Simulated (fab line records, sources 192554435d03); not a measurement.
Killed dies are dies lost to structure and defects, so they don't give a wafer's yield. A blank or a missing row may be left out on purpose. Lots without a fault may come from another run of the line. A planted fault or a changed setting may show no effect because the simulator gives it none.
Chamber matching | flow n5_finfet | N5_BEOL_M3_ILD_DEP_00 on pecvd-03: 3 sister chambers
The step deposits SiOC from DEMS/O2, target thk 79 nm, time 15.3 s. 6 wafers are shown with their chamber, then 8 later ones without.

WAFERS WITH THEIR CHAMBER
wafer  | chamber | throttle_valve_pct (%) | heater_power_w (W)
L089.1 | 1       | 11.5                   | 592
L089.3 | 0       | 12.3                   | 359
L091.1 | 2       | 11.5                   | 439
L091.2 | 1       | 11.6                   | 524
L091.4 | 0       | 12.5                   | 402
L095.2 | 2       | 11.6                   | 457

WAFERS WITHOUT THEIR CHAMBER
wafer  | throttle_valve_pct (%) | heater_power_w (W)
L095.3 | 11.9                   | 427
L095.6 | 12.1                   | 435
L096.1 | 11.4                   | 468
L096.2 | 12.0                   | 399
L096.3 | 11.7                   | 531
L096.4 | 11.5                   | 467
L096.5 | 12.2                   | 395
L096.6 | 11.5                   | 541

WHICH CHAMBER EACH WENT THROUGH
wafer  | from the rows above          | in truth
L095.3 | can't be placed: 2 or 0 or 1 | 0
L095.6 | 0                            | 0
L096.1 | can't be placed: 2 or 1      | 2
L096.2 | can't be placed: 0 or 2      | 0
L096.3 | can't be placed: 1 or 2      | 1
L096.4 | can't be placed: 2 or 1      | 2
L096.5 | 0                            | 0
L096.6 | 1                            | 1
Placed correctly: 3 of 8. Can't be placed from these rows: 5 (the true chamber is among the candidates in 5). Placed wrongly: 0.
How it was worked out, from the rows above alone: a wafer's distance from a chamber is the root of the sum, over the readings, of the square of ((its reading less the chamber's mean) divided by the reading's scatter). The wafer belongs to the nearest chamber; if the next one is less than 2 further off, it can't be placed. A chamber's mean is the mean of its shown wafers. The scatter: the root of (the sum of the squares of (reading less its chamber's mean) over the shown wafers, divided by (wafers less chambers)).
